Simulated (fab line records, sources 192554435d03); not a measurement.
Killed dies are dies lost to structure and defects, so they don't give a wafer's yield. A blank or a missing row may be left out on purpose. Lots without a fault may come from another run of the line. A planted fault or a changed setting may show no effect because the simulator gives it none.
Split-lot experiment | flow n5_finfet | 7 lots, 21 wafers read, on a route of 1938 steps

THE SPLIT
At N5_MOL_CONTACT_COAG_ETCH_91 (etches SOC in N2/H2, target depth 60 nm, overetch 21 nm, time 101.2 s), the setting source_w was moved away from the recipe's 840 W on 7 of the 21 wafers read, by -13.0% to +13.2%. The other wafers ran this setting at the recipe's value.

The reading is taken at the split's own step.

THE READING
rf_vpp_V, in V, at N5_MOL_CONTACT_COAG_ETCH_91 (etches SOC in N2/H2, target depth 60 nm, overetch 21 nm, time 101.2 s). Fault-free wafers of this fab line usually give 524.4 V, standard deviation 2.4 V.

wafer  | tool, chamber at the split | source_w as run, W | against the recipe | rf_vpp_V, V | against lot-mates on the recipe
L076.2 | rie_diel-02, 2             | 840                | recipe             | 520.3       | -
L076.4 | rie_diel-02, 1             | 927.9              | +10.5%             | 507.0       | -13.3
L076.5 | rie_diel-02, 1             | 927.9              | +10.5%             | 507.7       | -12.6
L082.1 | rie_diel-01, 3             | 730.6              | -13.0%             | 552.6       | +25.5
L082.2 | rie_diel-01, 2             | 840                | recipe             | 527.1       | -
L082.3 | rie_diel-01, 1             | 730.6              | -13.0%             | 545.1       | +18.0
L086.2 | rie_diel-04, 0             | 840                | recipe             | 523.8       | -
L086.5 | rie_diel-04, 3             | 915.3              | +9.0%              | 510.0       | -13.8
L086.6 | rie_diel-04, 2             | 915.3              | +9.0%              | 510.7       | -13.1
L087.2 | rie_diel-02, 3             | 840                | recipe             | 524.0       | -
L087.3 | rie_diel-02, 2             | 840                | recipe             | 521.3       | -
L087.6 | rie_diel-02, 2             | 840                | recipe             | 519.4       | -
L088.4 | rie_diel-04, 3             | 840                | recipe             | 525.0       | -
L088.5 | rie_diel-04, 3             | 840                | recipe             | 524.2       | -
L088.6 | rie_diel-04, 0             | 840                | recipe             | 525.8       | -
L089.1 | rie_diel-04, 1             | 840                | recipe             | 524.0       | -
L089.5 | rie_diel-04, 3             | 950.9              | +13.2%             | 504.0       | -21.5
L089.6 | rie_diel-04, 2             | 840                | recipe             | 526.9       | -
L091.3 | rie_diel-04, 0             | 840                | recipe             | 523.8       | -
L091.4 | rie_diel-04, 1             | 840                | recipe             | 523.8       | -
L091.5 | rie_diel-04, 2             | 840                | recipe             | 525.1       | -

THE FIT
A straight line over all 21 wafers: rf_vpp_V changes by -1.7 V for each +1% of source_w; r = -0.98; the points scatter about the line by 2.5 V.
The same after taking each lot's own level away (the mean of its wafers on the recipe; 21 wafers): -1.54 V for each +1%; r = -0.98; scatter 1.9 V.
On that fit, the largest move of source_w shifts the reading by 20 V.
The lots' own levels span 520.30 to 527.10 V, that is 2.8 times the standard deviation above.
So the lot-to-lot level changes the slope: the two fits differ.
Check: with one of the wafers moved furthest among these (+13.2%) left out of the fit, the line predicts -19.4 V for it against its lot-mates. It came out at -21.5 V against them.
Tool readings at the split's step, against how far the setting was moved: rf_vpp_V r = -0.98.

OTHER SPLITS ON THESE WAFERS
These wafers also went through other splits before the reading. Each is held against what the fit with the lots' levels taken away leaves over:
other split on the same wafers        | wafers away from the commonest value | r with rf_vpp_V (lot level and that fit taken away)
N5_GATE_CUT_ALD_22 ald_cycles         | 7                                    | -0.21
N5_MOL_CONTACT_COAG_COAT_104 spin_rpm | 8                                    | +0.30

THE FILE'S OWN FIT
rf_vpp_V changes by -1.54 V for each +1% of source_w, r = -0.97.
